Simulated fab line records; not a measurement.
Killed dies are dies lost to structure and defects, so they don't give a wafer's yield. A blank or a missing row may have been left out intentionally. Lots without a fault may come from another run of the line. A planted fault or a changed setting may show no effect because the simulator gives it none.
One fault seen from 2 desks | flow n5 finfet | every desk sees just its own numbers, and what lay behind them comes last

## DESK OF THE TOOL OWNER: epi rpcvd-04
The tool's own readings at N5_PMOS_HMC_CHANNEL_EPI_EPI_26 (deposits Si from SiH4/H2, target thk 3.8 nm, time 22.7 s): means of the sampled wafers that have a number, for each lot that ran on this tool. Marked OUT: a lot whose mean sits more than 4 standard deviations from the usual mean, which makes it out of limits; the brackets give that distance.
Columns: A = throttle valve pct at N5_PMOS_HMC_CHANNEL_EPI_EPI_26, usual 11.34 %
lot  | first seen here | A
L639 | day 2 14:49     | 11.02
L641 | day 3 01:29     | 11.28
L658 | day 7 08:38     | 11.22
This desk found nothing out of limits on any of the 3 lots.

## METROLOGY DESK
What the gauges read, lot by lot, whatever tool the lot ran on: means of the sampled wafers that have a number. Marked OUT: a lot whose mean sits more than 4 standard deviations from the usual mean, which makes it out of limits; the brackets give that distance. Readings shown: 7 of its 10, picked as those furthest out on some lot.
Columns: A = DIBL_N at N5_BEOL_M4_RC_MEAS_101, usual 36.3 mV/V; B = IOFF_N at N5_BEOL_M4_RC_MEAS_101, usual 0.16 nA/um; C = IOFF_P at N5_BEOL_M4_RC_MEAS_101, usual 0.21 nA/um; D = ION_N at N5_BEOL_M4_RC_MEAS_101, usual 675 uA/um; E = ION_P at N5_BEOL_M4_RC_MEAS_101, usual 462 uA/um; F = VT_N at N5_BEOL_M4_RC_MEAS_101, usual 249 mV; G = VT_P at N5_BEOL_M4_RC_MEAS_101, usual -250 mV
lot  | first seen here | A    | B    | C    | D   | E   | F   | G
L639 | day 8 13:20     | 34.7 | 0.12 | 0.15 | 664 | 452 | 254 | -256
L641 | day 8 15:10     | 35.1 | 0.14 | 0.21 | 676 | 467 | 251 | -252
L657 | day 13 03:47    | 37.5 | 0.21 | 0.24 | 689 | 466 | 245 | -251
L658 | day 13 10:29    | 38.9 | 0.21 | 0.22 | 691 | 462 | 247 | -251
This desk found nothing out of limits on any of the 4 lots.

## BROUGHT TOGETHER
The tool owner's desk saw nothing out of limits.
Nothing out of limits was seen by the metrology desk.

## WHAT THE SIMULATOR HAD PUT IN
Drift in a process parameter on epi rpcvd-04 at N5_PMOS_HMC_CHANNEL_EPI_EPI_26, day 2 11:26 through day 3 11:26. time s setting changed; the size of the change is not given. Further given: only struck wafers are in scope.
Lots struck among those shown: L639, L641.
